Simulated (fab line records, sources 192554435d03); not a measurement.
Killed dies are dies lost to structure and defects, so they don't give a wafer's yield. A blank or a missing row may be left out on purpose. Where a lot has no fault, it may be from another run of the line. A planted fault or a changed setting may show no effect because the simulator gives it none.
Split-lot study | flow n5_finfet | on a route of 1938 steps: 7 lots, 21 wafers read

== ABOUT THE SPLIT ==
At N5_WELL_APT_PEB_23 (peb time 90 s), the setting peb_temp_c was moved away from the recipe's 130 C on 8 of the 21 wafers read, by -2.8% to +2.2%. This setting was run at the recipe's value on the other wafers.

== FROM THE SPLIT TO THE READING: what the file shows between them, 2 steps ==
- N5_WELL_APT_DEVELOP_24: develop time 45 s
- N5_WELL_APT_HARDBAKE_29: time 120 s

== THE READING ==
cd_nm (nm) at N5_WELL_APT_CD_MEAS_25, where the cd target is 200 nm. Fault-free wafers of this fab line usually give 199.7 nm, standard deviation 2.1 nm.

wafer  | tool, chamber at the split | peb_temp_c as run, C | against the recipe | cd_nm, nm | against lot-mates on the recipe
L075.1 | litho_track-03, 0          | 127.2                | -2.2%              | 177.2     | -17.4
L075.4 | litho_track-03, 0          | 127.2                | -2.2%              | 178.1     | -16.5
L075.5 | litho_track-03, 0          | 130                  | recipe             | 194.6     | -
L080.3 | litho_track-01, 0          | 130                  | recipe             | 203.0     | -
L080.4 | litho_track-01, 0          | 132                  | +1.5%              | 205.9     | +2.9
L080.6 | litho_track-01, 0          | 132                  | +1.5%              | 211.2     | +8.2
L083.3 | litho_track-03, 0          | 130                  | recipe             | 201.3     | -
L083.5 | litho_track-03, 0          | 130                  | recipe             | 193.9     | -
L083.6 | litho_track-03, 0          | 130                  | recipe             | 201.7     | -
L084.1 | litho_track-04, 0          | 130                  | recipe             | 198.7     | -
L084.2 | litho_track-04, 0          | 130                  | recipe             | 200.9     | -
L084.5 | litho_track-04, 0          | 130                  | recipe             | 200.3     | -
L085.4 | litho_track-03, 0          | 130                  | recipe             | 207.1     | -
L085.5 | litho_track-03, 0          | 130                  | recipe             | 210.0     | -
L085.6 | litho_track-03, 0          | 127.9                | -1.6%              | 187.4     | -21.2
L090.2 | litho_track-03, 0          | 130                  | recipe             | 202.1     | -
L090.3 | litho_track-03, 0          | 132.9                | +2.2%              | 213.3     | +12.2
L090.6 | litho_track-03, 0          | 130                  | recipe             | 200.2     | -
L092.1 | litho_track-03, 0          | 126.3                | -2.8%              | 171.4     | -27.8
L092.2 | litho_track-03, 0          | 130                  | recipe             | 199.2     | -
L092.4 | litho_track-03, 0          | 126.3                | -2.8%              | 174.0     | -25.2

THE FIT
A straight line over all 21 wafers: cd_nm changes by +8.56 nm for each +1% of peb_temp_c; r = +0.94; the points scatter about the line by 4.4 nm.
The same after taking each lot's own level away (the mean of its wafers on the recipe; 21 wafers): +7.71 nm for each +1%; r = +0.95; scatter 3.4 nm.
The reading moves by 22 nm for the largest change in peb_temp_c, on that fit.
The lots' own levels span 194.60 to 208.55 nm, that is 6.6 times the standard deviation above.
So the slope is not independent of the lot-to-lot level: the two fits are not the same.
Check: for one of the wafers moved furthest among these (-2.8%), held out of the fit, the line's prediction against its lot-mates is -22.4 nm. Against them it came out at -27.8 nm.

== OTHER SPLITS ON THESE WAFERS ==
These wafers also went through other splits before the reading. Each is held against what the fit with the lots' levels taken away leaves over:
other split on the same wafers        | wafers away from the commonest value | r with cd_nm (lot level and that fit taken away)
N5_WELL_APT_EXPOSE_05 dose_mj         | 4                                    | -0.05
N5_WELL_APT_DEVELOP_07 develop_time_s | 7                                    | -0.22

== THE WHOLE CHAIN: every reading that the file lists as answering this split, in the file's order ==
step                   | what it does             | reading                                                         | change (the file's fit)              | r (the file's)
N5_WELL_APT_CD_MEAS_25 | target cd 200 nm         | cd_nm                                                           | +8 nm for each +1% of the setting    | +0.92
N5_WELL_APT_DESCUM_30  | chemistry O2, time 7.9 s | WELL_APT.cd_nm (the simulator's own value, which no gauge read) | +8.02 nm for each +1% of the setting | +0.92

== THE FILE'S OWN FIT ==
cd_nm changes by +8 nm for each +1% of peb_temp_c, r = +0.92.
